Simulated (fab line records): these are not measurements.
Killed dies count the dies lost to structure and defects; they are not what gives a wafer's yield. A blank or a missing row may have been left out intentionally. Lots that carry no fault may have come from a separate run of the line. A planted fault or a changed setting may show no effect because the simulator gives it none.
Struck lot and sound lot, side by side :: flow nand_harc :: 37 out of 1302 route steps
Sound: these wafers, L690.2, L690.4, L690.6. Struck: wafers L680.1, L680.3, L680.5. At the end, the cause is stated.
At each step with rows: each side's tool, then ch and its chambers, then its first start. Under that, the readings that differ: sound wafers :: struck wafers :: difference of the means :: sigmas: that difference in standard deviations of wafers without a fault.
alike: a reading whose means differ by less than 2 such deviations, as well as words and numbers matching on both sides. not compared: withheld readings; readings where some wafer has no value; bounds like >300 that might hide an equal value; numbers whose values overlap and for which the record gives no deviation.
Wherever a step has rows on one side only, a row that says differs or no value, or a row with sigmas, the two part there. Numbers that don't overlap but have no deviation are shown without sigmas and don't part them. Lack of a reading on every wafer of one side parts them only where that side has two or more wafers.

first, 5 steps without rows for these wafers: NHARC_A_SGD_CUT_PRECLEAN_18 (cleans in SC1); NHARC_A_SGD_CUT_SRD_19; NHARC_A_SGD_CUT_DEP_20 (deposits SiO2, target thk 150 nm); NHARC_A_SGD_CUT_ANNEAL_27 (time 1800 s); NHARC_A_SGD_CUT_CMP_21 (polishes, target thk 148.19 nm).
NHARC_A_SGD_CUT_THK_MEAS_22: measures by ellipsometry.
  sound: film_metro-02 at day 26 11:07; struck: film_metro-02 at day 22 01:56
  alike: thk_nm
then, 2 steps without rows for these wafers: NHARC_A_SGD_CUT_SRD_23; NHARC_A_SGD_CUT_ETCH_26 (etches SiO2 in dHF, target depth 45.8 nm).
NHARC_A_SGD_CUT_ETCHBACK_24: etches the open film in CH3F/O2, target depth 50 nm, time 92.857 s.
  sound on rie_diel-10 ch 0,1,3, day 26 11:22; struck on rie_diel-13 ch 0,1,2, day 22 02:10
reading: oes_product_au (a.u.)
sound: 1.01 0.99 0.99
struck: 0.92 0.91 0.93
difference: -0.08
sigmas: -2
  alike: drypump_motor_current_A, rf_vpp_V, showerhead_plenum_p_Torr, throttle_valve_pct
  not compared: rf_hours_counter_h
then, 1 step without rows for these wafers: NHARC_A_SGD_CUT_STRIP_28 (strips in O2, time 20 s).
NHARC_A_SGD_CUT_INSPECT_25:
  sound: defect_inspect-01 at day 26 11:37; struck: defect_inspect-01 at day 22 02:23
  alike: raw_defect_count
then, 1 step without rows for these wafers: NHARC_A_SLIT_DEP_25 (deposits SiO2, target thk 200 nm).
NHARC_A_SLIT_DEP_00: deposits aC, target thk 6200 nm.
  sound on acl_dep-01 ch 0, day 26 14:49; struck on acl_dep-01 ch 0, day 22 04:05
  alike: throttle_valve_pct
then, 9 steps without rows for these wafers: NHARC_A_SLIT_DEP_23 (deposits SiON, target thk 100 nm); NHARC_A_SLIT_DEHYDRATE_01 (time 120 s); NHARC_A_SLIT_HMDS_02 (time 30 s); NHARC_A_SLIT_COAT_03 (resist thk 90 nm); NHARC_A_SLIT_SOFTBAKE_04 (time 55 s); NHARC_A_SLIT_EBR_05; NHARC_A_SLIT_EXPOSE_06 (exposes mask SLIT); NHARC_A_SLIT_PEB_07 (peb time 65 s); NHARC_A_SLIT_DEVELOP_08 (develop time 35 s).
NHARC_A_SLIT_CD_MEAS_09 targets a cd of 300 nm.
  sound on cd_sem-02 ch 0, day 26 18:44; struck on cd_sem-03 ch 0, day 22 08:34
  alike: cd_nm
NHARC_A_SLIT_OVL_MEAS_10:
  sound: overlay-01 at day 26 18:49; struck: overlay-02 at day 22 08:40
  alike: overlay_x_nm, overlay_y_nm
NHARC_A_SLIT_INSPECT_11:
  sound: defect_inspect-02 at day 26 18:52; struck: defect_inspect-02 at day 22 08:41
  alike: raw_defect_count
then, 2 steps without rows for these wafers: NHARC_A_SLIT_DESCUM_14 (chemistry O2, time 3 s); NHARC_A_SLIT_ETCH_24 (etches the open film in CF4/CHF3, target depth 121 nm, time 60.5 s).
NHARC_A_SLIT_ETCH_15: etches the open film in O2/COS, target depth 6200 nm, time 1612 s.
  sound on rie_diel-03 ch 0,2,3; struck on rie_diel-03 ch 1,3
  alike: drypump_motor_current_A, oes_product_au, rf_vpp_V, showerhead_plenum_p_Torr, throttle_valve_pct
  not compared: rf_hours_counter_h
then, 1 step without rows for these wafers: NHARC_A_SLIT_ETCH_17 (etches the open film in C4F8/O2/Ar, time 4254.5 s, target depth 20300 nm).
NHARC_A_SLIT_ETCH_26: etches the open film in C4F8/O2/Ar, time 90 s, target depth 400 nm.
  sound on har_etch-02 ch 0,1, day 26 23:51; struck on har_etch-02 ch 0,1, day 22 14:16
  alike: drypump_motor_current_A, showerhead_plenum_p_Torr, throttle_valve_pct
  not compared: rf_hours_counter_h
then, 1 step without rows for these wafers: NHARC_A_SLIT_STRIP_28 (strips in O2/COS).
NHARC_A_SLIT_ETCH_29: etches the open film in CF4/O2, target depth 100 nm, overetch 10 nm, time 55 s.
  sound on rie_diel-11 ch 2,3, day 27 00:44; struck on rie_diel-04 ch 0,2, day 22 15:10
reading: oes_product_au (a.u.)
sound: 0.986 0.993 0.993
struck: 1.008 1.018 1.025
difference: +0.026
sigmas: +2
  alike: drypump_motor_current_A, rf_vpp_V, showerhead_plenum_p_Torr, throttle_valve_pct
  not compared: rf_hours_counter_h
NHARC_A_SLIT_STRIP_18: strips in O2.
  sound on rie_diel-11 ch 0,2,3; struck on rie_diel-04 ch 1,2,3
  alike: drypump_motor_current_A, oes_product_au, rf_vpp_V, showerhead_plenum_p_Torr, throttle_valve_pct
  not compared: rf_hours_counter_h
then, 2 steps without rows for these wafers: NHARC_A_SLIT_PRECLEAN_19 (cleans in SC1); NHARC_A_SLIT_SRD_20.
NHARC_A_SLIT_CD_MEAS_21:
  sound: cd_sem-03 at day 27 01:16; struck: cd_sem-03 at day 22 15:41
  alike: cd_nm
-- jump in the record: it breaks off in module A_SLIT and resumes in module END (first step shown: number 1302 of the route), and 5 days separate the struck wafers' starts before and after --
NHARC_END_SORT_01:
  sound on prober-02 ch 0, day 31 11:26; struck on prober-02 ch 0, day 27 13:43
reading: killed_at_array
sound: 74 84 84
struck: 610 612 624
difference: +535
sigmas: +27

reading: killed_dies
sound: 76 85 84
struck: 613 613 625
difference: +535
sigmas: +27
  alike: killed_at_other, killed_at_periphery, killed_open, killed_short

## WHERE THEY PART
Earliest at NHARC_A_SGD_CUT_ETCHBACK_24; latest, in this record, at NHARC_END_SORT_01.

WHY: what had been put in by the simulator
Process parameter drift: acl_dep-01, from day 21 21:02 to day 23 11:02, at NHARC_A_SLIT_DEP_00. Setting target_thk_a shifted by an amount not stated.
